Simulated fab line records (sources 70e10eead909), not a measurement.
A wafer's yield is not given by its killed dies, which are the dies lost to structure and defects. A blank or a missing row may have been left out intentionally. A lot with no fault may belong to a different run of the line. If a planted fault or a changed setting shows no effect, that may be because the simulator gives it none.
Code-filled problem report in 8D (eight disciplines) form	flow nand-harc	the parts of the form that need people (team, actions taken, sign-off) are left out

1. THE ISSUE
Wafers without a fault read 3.2, standard deviation 2.3; killed-at-periphery at NHARC_END_SORT_01 reads a mean of 84.2 on 6 wafers belonging to 2 lots. That puts it +35 standard deviations away from the usual mean.
First seen on wafer L421.1, day 21 07:10, on prober-01. Wafers with a number at this step in the record: 12, from 4 lots. The rule behind "out" and "out of limits": a value lying over 4 standard deviations away from the usual mean. Any other wafer with a number is counted as sound.

2. WHAT IT IS, WHAT IT ISN'T
question	is	is not
which readings at this step	killed-at-periphery, defect-limited-yield, killed-dies, sort_bin_2_pct, sort_bin_3_pct, sort-n-pass, sort-yield-pct	killed-at-array, killed-short
which lots	L421, L422	L418, L420
which wafers of those lots	all that have a number	-
read on which gauges	prober-01, prober-02	-
when	from day 21 07:10	up to then (3 sound wafers); but 3 sound wafers of L420 came after

3. THE SUSPECTS, EACH WITH WHAT RULES IT OUT
Counting: any tool at a process step up to the reading is kept as a suspect provided that every lot that is out went through it and no sound lot did after the first of them.
- the gauge at NHARC_END_SORT_01: ruled out. The wafers that are out were read on 2 gauges (prober-01, prober-02).
- rie-diel-04 at NHARC_P_M2_ETCH_15 (etches the open film in C4F8/Ar, target depth 182.5 nm, time 91.2 s): kept. It ran every lot that is out, first L421 (day 8 05:04), and no sound lot after that; its last sound lot up to then is L420 (day 8 03:56).
The count leaves rie-diel-04 at NHARC_P_M2_ETCH_15.

4. THE CAUSE (what the simulator had put in)
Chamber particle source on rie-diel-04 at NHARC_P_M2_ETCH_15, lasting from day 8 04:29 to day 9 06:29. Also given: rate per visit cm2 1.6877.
This tool alone remained once counting was done.

5. THE CHAIN OF EFFECTS, in route order
One row per reading whose mean, taken over the struck wafers that have a number, lies over 3 standard deviations from the usual. Scope: only readings with a usual standard deviation given in the record; hours: median across lots of the time from each lot's start at the first step in this table that gives one to its start at this step; sigmas: change in usual standard deviations.
hours	step	reading	usual	on struck wafers	change	sigmas
0	NHARC_END_SORT_01	defect-limited-yield	95.2 %	82.0	-13.2	-7.0
0	NHARC_END_SORT_01	killed-at-periphery	3.2	84.2	+81.0	+35
0	NHARC_END_SORT_01	killed-dies	33	122	+89	+6.8
0	NHARC_END_SORT_01	sort_bin_2_pct	1.5 %	6.5	+5.0	+6.2
0	NHARC_END_SORT_01	sort_bin_3_pct	0.27 %	4.46	+4.19	+19
0	NHARC_END_SORT_01	sort_bin_4_pct	3.0 %	7.1	+4.1	+3.7
0	NHARC_END_SORT_01	sort-n-pass	644	555	-89	-6.8
0	NHARC_END_SORT_01	sort-rim-yield-pct	96.0 %	87.3	-8.7	-3.0
0	NHARC_END_SORT_01	sort-yield-pct	95.2 %	82.0	-13.2	-7.0

6. HOW IT WOULD HAVE BEEN CAUGHT EARLIER
The first out-of-limits reading at a measuring or inspecting step in this record came at day 21 07:10, 315 hours after the fault's start at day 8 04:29.
Tool readings at NHARC_P_M2_ETCH_15 with a usual standard deviation given in the record: none out on any struck wafer, hence no alarm at a limit of 4 standard deviations on them.
The start of NHARC_P_M2_ETCH_15 on rie-diel-04 came by day 21 07:10 for every one of the lots that are out (2). Had the tool been put on hold then, not one of them would have been saved.
